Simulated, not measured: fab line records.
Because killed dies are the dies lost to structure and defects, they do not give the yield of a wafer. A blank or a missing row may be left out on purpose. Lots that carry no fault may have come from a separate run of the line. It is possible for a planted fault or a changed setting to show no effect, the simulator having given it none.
Comparing a struck lot with a sound one ; flow nandHarc ; 14 steps out of a route of 1302
Sound: the wafers L471.3, L471.4, L471.6. Struck: wafer L465.5 (left out: L465.4, a lot-mate that was not struck); the cause follows at the end.
Order at every step that has rows: each side's tool, ch and its chambers, its first start. Under that, the readings that differ: sound wafers ; struck wafers ; difference of the means ; sigmas: that difference in standard deviations of wafers without a fault.
alike: readings whose means differ by less than 2 such deviations, and words and numbers that are the same on both sides. not compared: withheld readings, readings that some wafer has no value for, bounds like >300 that may hide the same value, and numbers for which the record gives no deviation and whose values overlap.
A row with sigmas, a row that says differs or no value, or rows on one side alone: a step with any of these is where the two part. Non-overlapping numbers with no deviation appear without sigmas and do not part them. A reading that every wafer of one side lacks parts them only if that side has two wafers or more.

first, 5 steps without rows for these wafers: NHARC_A_STAIRCASE_EBR_213; NHARC_A_STAIRCASE_EXPOSE_214 (exposes mask STAIR 3); NHARC_A_STAIRCASE_PEB_215 (peb time 130 s); NHARC_A_STAIRCASE_DEVELOP_216 (time 140 s); NHARC_A_STAIRCASE_HARDBAKE_218 (time 140 s).
NHARC_A_STAIRCASE_DESCUM_219: chemistry O2, time 3 s.
  sound on rieDiel-11 ch 1,3, day 25 10:53; struck on rieDiel-04 ch 2, day 22 16:22
  alike: drypumpMotorCurrentA, oesProductAu, rfVppV, showerheadPlenumPTorr, throttleValvePct
  not compared: rfHoursCounterH
NHARC_A_STAIRCASE_TRIM_220: chemistry O2, time 211.2 s.
  sound on rieDiel-11 ch 1,2,3, day 25 10:59; struck on rieDiel-04 ch 1, day 22 16:27
reading;sound;struck;difference;sigmas
oesProductAu (a.u.);1.004 0.980 1.003;1.013;+0.017;+2
  alike: drypumpMotorCurrentA, rfVppV, showerheadPlenumPTorr, throttleValvePct
  not compared: rfHoursCounterH
NHARC_A_STAIRCASE_ETCH_221: etches the open film in C4F8/O2, target depth 100 nm, time 40.5 s.
  sound: rieDiel-11 ch 0,2,3; struck: rieDiel-04 ch 3
reading;sound;struck;difference;sigmas
rfVppV (V);902 903 905;887;-16;-2
  alike: oesProductAu, rfFwdPowerW, runLengthS
  not compared: rfHoursCounterH
then, 1 step without rows for these wafers: NHARC_A_STAIRCASE_TRIM_222 (chemistry O2, time 211.2 s).
NHARC_A_STAIRCASE_ETCH_223: etches the open film in C4F8/O2, target depth 100 nm, time 40.5 s.
  sound: rieDiel-11 ch 1,3; struck: rieDiel-04 ch 2
reading;sound;struck;difference;sigmas
rfVppV (V);890 903 904;885;-14;-2
  alike: oesProductAu, rfFwdPowerW, runLengthS
  not compared: rfHoursCounterH
then, 1 step without rows for these wafers: NHARC_A_STAIRCASE_TRIM_224 (chemistry O2, time 211.2 s).
NHARC_A_STAIRCASE_ETCH_225: etches the open film in C4F8/O2, target depth 100 nm, time 40.5 s.
  sound on rieDiel-11 ch 0,2, day 25 11:38; struck on rieDiel-04 ch 2, day 22 17:14
reading;sound;struck;difference;sigmas
rfVppV (V);900 905 904;885;-18;-3
runLengthS (s);61.3 62.6 62.9;52.0;-10.3;-20
  alike: oesProductAu
  not compared: rfFwdPowerW, rfHoursCounterH
NHARC_A_STAIRCASE_TRIM_226: chemistry O2, time 211.2 s.
  sound: rieDiel-11 ch 0,2; struck: rieDiel-04 ch 2
reading;sound;struck;difference;sigmas
showerheadPlenumPTorr (Torr);3.69 3.78 3.69;3.27;-0.45;-2
  alike: drypumpMotorCurrentA, oesProductAu, rfVppV, throttleValvePct
  not compared: rfHoursCounterH
-- jump in the record: it breaks off in module A_STAIRCASE and resumes in module END (first step shown: number 1302 of the route), and 8 days separate the struck wafers' starts before and after --
NHARC_END_SORT_01:
  at this point the record logs the struck wafers (prober-02 ch 0, day 31 04:04) and has no rows for the sound ones

WHERE THEY PART
Last at NHARC_END_SORT_01 as far as this record goes, first at NHARC_A_STAIRCASE_TRIM_220.

WHY: the cause the simulator had injected
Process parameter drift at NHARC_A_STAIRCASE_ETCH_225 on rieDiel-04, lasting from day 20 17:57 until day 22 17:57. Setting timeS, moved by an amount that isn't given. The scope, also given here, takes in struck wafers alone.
